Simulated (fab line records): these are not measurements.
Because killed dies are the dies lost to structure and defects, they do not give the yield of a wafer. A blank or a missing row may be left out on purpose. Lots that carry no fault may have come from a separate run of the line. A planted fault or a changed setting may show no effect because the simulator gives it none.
Which tool did it? | flow nandHarc | Sampling: 14 lots, 42 wafers, 6 of 1302 route steps

== WHAT THE GAUGES SHOWED, per wafer ==
NHARC_A_SOURCE_PLATE_THK_MEAS_06: measures by ellipsometry. Usual: thkNm 200.4 nm, standard deviation 2.1.
lot  | measured     | on           | thkNm (nm)        | flag
L898 | day 7 16:07  | filmMetro-01 | 201.4 196.8 198.4 | 
L900 | day 8 11:07  | filmMetro-02 | 202.8 203.0 203.8 | 
L902 | day 9 04:30  | filmMetro-02 | 201.8 199.5 199.6 | 
L903 | day 9 16:04  | filmMetro-01 | 201.2 203.6 201.1 | 
L904 | day 10 09:54 | filmMetro-01 | 201.5 200.0 201.4 | 
L907 | day 11 20:34 | filmMetro-01 | 199.0 197.6 198.5 | 
L908 | day 11 20:34 | filmMetro-02 | 199.1 199.9 199.3 | 
L910 | day 12 13:35 | filmMetro-01 | 201.0 202.0 201.7 | 
L913 | day 13 22:20 | filmMetro-01 | 196.7 195.9 196.8 | 
L914 | day 14 23:20 | filmMetro-01 | 202.6 200.2 198.6 | 
L917 | day 15 13:02 | filmMetro-01 | 203.3 200.7 198.2 | 
L918 | day 16 04:52 | filmMetro-01 | 198.0 199.4 200.5 | 
L919 | day 16 17:07 | filmMetro-01 | 196.9 196.6 195.2 | 
L920 | day 16 21:31 | filmMetro-01 | 201.1 202.3 198.7 | 

NHARC_A_ONON_D1_THK_MEAS_02: measures by ellipsometry. Usual: thkNm 996 nm, standard deviation 11.
lot  | measured     | on           | thkNm (nm)     | flag
L898 | day 7 16:47  | filmMetro-02 | 987 988 989    | 
L900 | day 8 11:47  | filmMetro-02 | 990 990 990    | 
L902 | day 9 05:09  | filmMetro-01 | 1011 1012 1012 | 
L903 | day 9 16:44  | filmMetro-01 | 998 998 997    | 
L904 | day 10 10:35 | filmMetro-02 | 997 998 998    | 
L907 | day 11 21:14 | filmMetro-02 | 988 990 991    | 
L908 | day 11 21:14 | filmMetro-01 | 1014 1015 1013 | 
L910 | day 12 14:16 | filmMetro-02 | 988 987 986    | 
L913 | day 13 22:59 | filmMetro-02 | 999 1001 1000  | 
L914 | day 14 23:58 | filmMetro-01 | 1000 1002 1004 | 
L917 | day 15 13:42 | filmMetro-01 | 997 996 996    | 
L918 | day 16 05:30 | filmMetro-02 | 995 996 998    | 
L919 | day 16 17:45 | filmMetro-01 | 984 982 982    | 
L920 | day 16 22:10 | filmMetro-01 | 1001 1000 1002 | 

NHARC_A_ONON_D1_THK_MEAS_08: measures by ellipsometry. Usual: thkNm 1001 nm, standard deviation 9.
lot  | measured     | on           | thkNm (nm)     | flag
L898 | day 7 17:55  | filmMetro-01 | 1011 1012 1011 | 
L900 | day 8 12:56  | filmMetro-02 | 1000 998 999   | 
L902 | day 9 06:37  | filmMetro-01 | 1002 1003 1002 | 
L903 | day 9 17:52  | filmMetro-01 | 1008 1008 1010 | 
L904 | day 10 11:43 | filmMetro-02 | 994 994 995    | 
L907 | day 11 22:23 | filmMetro-01 | 1009 1007 1009 | 
L908 | day 11 22:21 | filmMetro-02 | 1015 1016 1017 | 
L910 | day 12 15:25 | filmMetro-02 | 991 990 991    | 
L913 | day 14 00:07 | filmMetro-01 | 1008 1006 1007 | 
L914 | day 15 01:06 | filmMetro-01 | 1009 1006 1009 | 
L917 | day 15 14:50 | filmMetro-02 | 986 986 985    | 
L918 | day 16 06:38 | filmMetro-02 | 1001 1002 1002 | 
L919 | day 16 18:53 | filmMetro-01 | 992 995 994    | 
L920 | day 16 23:20 | filmMetro-01 | 991 992 991    | 

NHARC_A_ONON_D1_THK_MEAS_24: measures by ellipsometry. Usual: thkNm 1001 nm, standard deviation 9.5.
lot  | measured     | on           | thkNm (nm)     | flag
L898 | day 8 04:31  | filmMetro-02 | 1003 1003 1002 | 
L900 | day 8 23:01  | filmMetro-01 | 984 984 984    | 
L902 | day 9 16:17  | filmMetro-01 | 984 983 983    | 
L903 | day 10 04:01 | filmMetro-01 | 1009 1007 1009 | 
L904 | day 10 21:47 | filmMetro-02 | 1009 1007 1009 | 
L907 | day 12 08:28 | filmMetro-02 | 1000 1003 1003 | 
L908 | day 12 08:41 | filmMetro-02 | 993 991 992    | 
L910 | day 13 03:17 | filmMetro-02 | 706 706 706    | OFF
L913 | day 14 10:07 | filmMetro-02 | 709 709 711    | OFF
L914 | day 15 11:08 | filmMetro-01 | 1003 1002 1001 | 
L917 | day 16 00:47 | filmMetro-02 | 1002 1003 1001 | 
L918 | day 16 16:40 | filmMetro-01 | 1016 1015 1017 | 
L919 | day 17 05:14 | filmMetro-01 | 1003 1003 1004 | 
L920 | day 17 09:16 | filmMetro-01 | 1008 1008 1007 | 

NHARC_END_SORT_01. Usual: killedAtArray 52, standard deviation 19; killedAtOther 1.0, standard deviation 1.2; killedAtPeriphery 4.1, standard deviation 2.8; killedDies 57, standard deviation 19; killedOpen 3.1, standard deviation 1.7; killedShort 2.5, standard deviation 1.5.
lot  | measured     | on        | killedAtArray | killedAtOther | killedAtPeriphery | killedDies  | killedOpen | killedShort | flag
L910 | day 29 02:52 | prober-01 | 663 669 669   | 2 4 1         | 12 4 7            | 677 677 677 | 3 2 2      | 2 2 3       | OFF

== WHICH TOOL RAN EACH LOT (tool, then ch and the chambers of the sampled wafers, then the start) ==
lot  | NHARC_A_ONON_D1_DEP_22
L898 | pecvdOnon-03 ch 0, day 8 04:07
L900 | pecvdOnon-03 ch 0, day 8 22:31
L902 | pecvdOnon-02 ch 0, day 9 15:49
L903 | pecvdOnon-03 ch 0, day 10 03:31
L904 | pecvdOnon-01 ch 0, day 10 21:19
L907 | pecvdOnon-03 ch 0, day 12 07:56
L908 | pecvdOnon-02 ch 0, day 12 08:13
L910 | pecvdOnon-02 ch 0, day 13 02:46
L913 | pecvdOnon-02 ch 0, day 14 09:37
L914 | pecvdOnon-01 ch 0, day 15 10:37
L917 | pecvdOnon-01 ch 0, day 16 00:16
L918 | pecvdOnon-03 ch 0, day 16 16:16
L919 | pecvdOnon-03 ch 0, day 17 04:47
L920 | pecvdOnon-03 ch 0, day 17 08:46
- NHARC_A_ONON_D1_DEP_22: target thk 1000 nm.

== AS READ BY THE TOOLS THEMSELVES (means over the sampled wafers that have a number; for cases with no such wafer, the mark the record gives instead) ==
NHARC_A_ONON_D1_DEP_22. Usual: n2FlowSccm 2750 sccm, standard deviation 8.1.
lot  | tool         | n2FlowSccm (sccm) | flag
L898 | pecvdOnon-03 | 2755              | 
L900 | pecvdOnon-03 | 2755              | 
L902 | pecvdOnon-02 | 2758              | 
L903 | pecvdOnon-03 | 2748              | 
L904 | pecvdOnon-01 | 2751              | 
L907 | pecvdOnon-03 | 2759              | 
L908 | pecvdOnon-02 | 2754              | 
L910 | pecvdOnon-02 | 2747              | 
L913 | pecvdOnon-02 | 2741              | 
L914 | pecvdOnon-01 | 2739              | 
L917 | pecvdOnon-01 | 2751              | 
L918 | pecvdOnon-03 | 2753              | 
L919 | pecvdOnon-03 | 2744              | 
L920 | pecvdOnon-03 | 2741              | 

== THE ANSWER, worked out from the rows above alone ==
Rule: take the mean of a lot's wafers that have a number; if it is more than 3 standard deviations from the usual mean, the lot is off. Also off: a lot with no number at a reading for which 4 or more lots have one. Where the step has rows for the other lots, those lots are counted as sound. First the gauges in route order, then the tools' own readings, where a lot's mean is used as printed above. The first step at which some lot is off is used, and at that step the reading that is off furthest; a lot without a number counts as furthest.
Off: L910, L913, at NHARC_A_ONON_D1_THK_MEAS_24 (thkNm).
If a tool, at a process step before that reading, ran all the lots that are off and no sound lot after the first of them, it fits. Those tools and the gauges at NHARC_A_ONON_D1_THK_MEAS_24 are tried in the same way. One candidate fits, namely pecvdOnon-02 at NHARC_A_ONON_D1_DEP_22. Its last sound lot is L908 (day 12 08:13), its first lot that is off L910 (day 13 02:46): a fault that began between those two fits.

== WHAT THE SIMULATOR HAD INSERTED ==
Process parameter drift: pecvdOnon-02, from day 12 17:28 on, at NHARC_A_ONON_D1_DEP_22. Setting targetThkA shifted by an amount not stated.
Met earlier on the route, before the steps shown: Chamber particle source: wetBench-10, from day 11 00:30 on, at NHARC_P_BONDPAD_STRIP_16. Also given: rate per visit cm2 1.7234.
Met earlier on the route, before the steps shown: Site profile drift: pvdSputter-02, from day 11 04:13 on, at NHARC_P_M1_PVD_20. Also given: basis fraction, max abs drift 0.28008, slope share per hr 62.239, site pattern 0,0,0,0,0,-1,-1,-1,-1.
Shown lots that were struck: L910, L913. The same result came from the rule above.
